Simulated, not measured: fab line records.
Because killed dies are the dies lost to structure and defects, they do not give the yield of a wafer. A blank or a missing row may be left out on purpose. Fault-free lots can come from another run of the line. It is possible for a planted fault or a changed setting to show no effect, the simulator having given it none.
Comparing a struck lot with a sound one ; flow nand-harc ; 15 out of 1302 route steps
Sound: these wafers, L871.3, L871.4, L871.6. Struck: wafer L864.6. (L864.1, L864.5 of the same lot were not struck and are left out.) The cause comes at the end.
For every step that has rows: the tool of each side, followed by ch and its chambers, followed by its first start. Under that, the readings that differ: sound wafers ; struck wafers ; difference of the means ; sigmas: that difference in standard deviations of wafers without a fault.
alike: readings with means less than 2 such deviations apart, plus words and numbers identical on both sides. not compared: withheld readings, readings lacking a value on some wafer, bounds such as >300 that could conceal the same value, and numbers that have no deviation in the record and whose values overlap.
A row with sigmas, a row that says differs or no value, or rows on one side alone: a step with any of these is where the two part. Non-overlapping numbers with no deviation appear without sigmas and do not part them. A reading that every wafer of one side lacks parts them only if that side has two wafers or more.

first, 3 steps without rows for these wafers: NHARC_A_CHANNEL_HOLE_D1_STRIP_41 (strips in N2/H2); NHARC_A_CHANNEL_HOLE_D1_STRIP_42 (strips in CF4/CHF3); NHARC_A_CHANNEL_HOLE_D1_STRIP_43 (strips in O2/COS).
NHARC_A_CHANNEL_HOLE_D1_ETCH_44: etches the open film in CF4/O2, target depth 140 nm, overetch 14 nm, time 77 s.
  sound on rie-diel-06 ch 2,3, day 17 23:49; struck on rie-diel-06 ch 1, day 15 07:10
reading;sound;struck;difference;sigmas
showerhead-plenum-p-Torr (Torr);1.27 1.27 1.32;1.39;+0.10;+2
  alike: drypump-motor-current-A, oes-product-au, rf-vpp-V, throttle-valve-pct
  not compared: rf-hours-counter-h
NHARC_A_CHANNEL_HOLE_D1_STRIP_27: strips in O2.
  sound on rie-diel-06 ch 0,2,3; struck on rie-diel-06 ch 2
  alike: drypump-motor-current-A, oes-product-au, rf-vpp-V, showerhead-plenum-p-Torr, throttle-valve-pct
  not compared: rf-hours-counter-h
then, 2 steps without rows for these wafers: NHARC_A_CHANNEL_HOLE_D1_PRECLEAN_28 (cleans in SC1); NHARC_A_CHANNEL_HOLE_D1_SRD_29.
NHARC_A_CHANNEL_HOLE_D1_CD_MEAS_30:
  sound on cd-sem-02 at day 18 00:47; struck on cd-sem-03 at day 15 07:56
  alike: cd-nm
NHARC_A_CHANNEL_HOLE_D1_XSEM_31:
  sound on xsem-01 ch 0, day 18 00:53; struck on xsem-02 ch 0, day 15 08:02
  alike: bot-cd-nm, bow-nm, tilt-deg
NHARC_A_CHANNEL_HOLE_D1_INSPECT_40:
  sound on defect-inspect-01 at day 18 00:58; struck on defect-inspect-01 at day 15 08:08
  alike: raw-defect-count
then, 2 steps without rows for these wafers: NHARC_A_CHANNEL_FILL_D1_PRECLEAN_00 (cleans in SC1); NHARC_A_CHANNEL_FILL_D1_SRD_01.
NHARC_A_CHANNEL_FILL_D1_ALD_02: deposits SiO2, target thk 6 nm, pulse time 10 s, ald cycles 60.
  sound on ald-hk-02 ch 0,2,3, day 18 01:18; struck on ald-hk-02 ch 2, day 15 08:32
reading;sound;struck;difference;sigmas
ald-cycles;60 60 60;44;-16;
  alike: heater-power-w, precursor-pulse-height-rel
NHARC_A_CHANNEL_FILL_D1_ALD_03: deposits SiNx, target thk 6 nm, pulse time 60 s, ald cycles 58.
  sound on ald-sin-batch-02 ch 0; struck on ald-sin-batch-03 ch 0
  alike: precursor-pulse-height-rel
  not compared: ald-cycles
NHARC_END_SORT_01:
  the record has rows for the sound wafers here (prober-01 ch 0, day 33 11:22) and none for the struck ones

== WHERE THEY PART ==
Last at NHARC_END_SORT_01 as far as this record goes, first at NHARC_A_CHANNEL_HOLE_D1_ETCH_44.

WHY: what had been put in by the simulator
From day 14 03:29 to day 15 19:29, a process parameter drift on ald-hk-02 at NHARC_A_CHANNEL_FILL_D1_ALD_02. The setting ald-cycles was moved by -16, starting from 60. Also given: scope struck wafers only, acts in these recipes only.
